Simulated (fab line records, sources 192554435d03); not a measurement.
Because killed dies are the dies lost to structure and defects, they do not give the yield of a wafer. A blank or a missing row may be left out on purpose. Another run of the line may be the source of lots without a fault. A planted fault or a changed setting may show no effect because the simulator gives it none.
Matching of chambers || flow n5-finfet || N5_SD_EPI_P_ETCH_16 on rie-diel-04: 4 sister chambers
The step etches SiO2 in CHF3/O2, target depth 5 nm. 16 wafers are shown with their chamber, then 8 later ones without.

## EACH WAFER AND ITS CHAMBER
{"wafer": "L074.1", "chamber": 1, "showerhead-plenum-p-Torr (Torr)": 2.50, "drypump-motor-current-A (A)": 5.6, "throttle-valve-pct (%)": 18.9}
{"wafer": "L074.2", "chamber": 3, "showerhead-plenum-p-Torr (Torr)": 2.44, "drypump-motor-current-A (A)": 5.5, "throttle-valve-pct (%)": 18.8}
{"wafer": "L074.5", "chamber": 3, "showerhead-plenum-p-Torr (Torr)": 2.44, "drypump-motor-current-A (A)": 5.5, "throttle-valve-pct (%)": 18.8}
{"wafer": "L076.3", "chamber": 1, "showerhead-plenum-p-Torr (Torr)": 2.50, "drypump-motor-current-A (A)": 5.6, "throttle-valve-pct (%)": 18.9}
{"wafer": "L076.4", "chamber": 2, "showerhead-plenum-p-Torr (Torr)": 2.35, "drypump-motor-current-A (A)": 5.6, "throttle-valve-pct (%)": 18.8}
{"wafer": "L076.6", "chamber": 2, "showerhead-plenum-p-Torr (Torr)": 2.35, "drypump-motor-current-A (A)": 5.6, "throttle-valve-pct (%)": 18.8}
{"wafer": "L081.3", "chamber": 2, "showerhead-plenum-p-Torr (Torr)": 2.34, "drypump-motor-current-A (A)": 5.6, "throttle-valve-pct (%)": 18.8}
{"wafer": "L081.5", "chamber": 2, "showerhead-plenum-p-Torr (Torr)": 2.34, "drypump-motor-current-A (A)": 5.6, "throttle-valve-pct (%)": 18.8}
{"wafer": "L081.6", "chamber": 1, "showerhead-plenum-p-Torr (Torr)": 2.50, "drypump-motor-current-A (A)": 5.6, "throttle-valve-pct (%)": 18.9}
{"wafer": "L088.2", "chamber": 3, "showerhead-plenum-p-Torr (Torr)": 2.43, "drypump-motor-current-A (A)": 5.4, "throttle-valve-pct (%)": 18.8}
{"wafer": "L088.4", "chamber": 2, "showerhead-plenum-p-Torr (Torr)": 2.34, "drypump-motor-current-A (A)": 5.6, "throttle-valve-pct (%)": 18.8}
{"wafer": "L088.6", "chamber": 3, "showerhead-plenum-p-Torr (Torr)": 2.43, "drypump-motor-current-A (A)": 5.5, "throttle-valve-pct (%)": 18.8}
{"wafer": "L089.2", "chamber": 0, "showerhead-plenum-p-Torr (Torr)": 2.37, "drypump-motor-current-A (A)": 6.3, "throttle-valve-pct (%)": 19.4}
{"wafer": "L089.3", "chamber": 1, "showerhead-plenum-p-Torr (Torr)": 2.49, "drypump-motor-current-A (A)": 5.5, "throttle-valve-pct (%)": 19.0}
{"wafer": "L089.6", "chamber": 1, "showerhead-plenum-p-Torr (Torr)": 2.49, "drypump-motor-current-A (A)": 5.6, "throttle-valve-pct (%)": 19.0}
{"wafer": "L091.1", "chamber": 2, "showerhead-plenum-p-Torr (Torr)": 2.34, "drypump-motor-current-A (A)": 5.6, "throttle-valve-pct (%)": 18.9}

SIGNATURES, as means of the wafers listed above
{"reading": "showerhead-plenum-p-Torr", "chamber 0": 2.3700, "chamber 1": 2.4960, "chamber 2": 2.3433, "chamber 3": 2.4350, "scatter within a chamber": 0.00543}
{"reading": "drypump-motor-current-A", "chamber 0": 6.300, "chamber 1": 5.580, "chamber 2": 5.600, "chamber 3": 5.475, "scatter within a chamber": 0.0359}
{"reading": "throttle-valve-pct", "chamber 0": 19.400, "chamber 1": 18.940, "chamber 2": 18.817, "chamber 3": 18.800, "scatter within a chamber": 0.0412}
Rule: distance of a wafer from a chamber = root of the sum over the readings of ((wafer's reading minus chamber's mean) / reading's scatter) squared. The wafer belongs to the nearest chamber; if the next one is less than 2 further off, it can't be placed. The scatter is the square root of a quotient: the sum, over the shown wafers, of each reading's squared deviation from its chamber's mean, divided by wafers minus chambers.

## WAFERS WITH NO CHAMBER GIVEN
{"wafer": "L091.4", "showerhead-plenum-p-Torr (Torr)": 2.37, "drypump-motor-current-A (A)": 6.3, "throttle-valve-pct (%)": 19.4}
{"wafer": "L091.6", "showerhead-plenum-p-Torr (Torr)": 2.49, "drypump-motor-current-A (A)": 5.5, "throttle-valve-pct (%)": 19.0}
{"wafer": "L094.1", "showerhead-plenum-p-Torr (Torr)": 2.33, "drypump-motor-current-A (A)": 5.6, "throttle-valve-pct (%)": 18.9}
{"wafer": "L094.5", "showerhead-plenum-p-Torr (Torr)": 2.33, "drypump-motor-current-A (A)": 5.6, "throttle-valve-pct (%)": 18.9}
{"wafer": "L094.6", "showerhead-plenum-p-Torr (Torr)": 2.49, "drypump-motor-current-A (A)": 5.6, "throttle-valve-pct (%)": 19.0}
{"wafer": "L095.2", "showerhead-plenum-p-Torr (Torr)": 2.42, "drypump-motor-current-A (A)": 5.4, "throttle-valve-pct (%)": 18.9}
{"wafer": "L095.5", "showerhead-plenum-p-Torr (Torr)": 2.33, "drypump-motor-current-A (A)": 5.6, "throttle-valve-pct (%)": 18.9}
{"wafer": "L095.6", "showerhead-plenum-p-Torr (Torr)": 2.49, "drypump-motor-current-A (A)": 5.6, "throttle-valve-pct (%)": 19.0}

## EACH ONE'S CHAMBER
{"wafer": "L091.4", "from the rows above": 0, "in truth": 0}
{"wafer": "L091.6", "from the rows above": 1, "in truth": 1}
{"wafer": "L094.1", "from the rows above": 2, "in truth": 2}
{"wafer": "L094.5", "from the rows above": 2, "in truth": 2}
{"wafer": "L094.6", "from the rows above": 1, "in truth": 1}
{"wafer": "L095.2", "from the rows above": 3, "in truth": 3}
{"wafer": "L095.5", "from the rows above": 2, "in truth": 2}
{"wafer": "L095.6", "from the rows above": 1, "in truth": 1}
Correct placement for 8 of the 8. From these rows, 0 cannot be placed. Wrongly placed: 0.
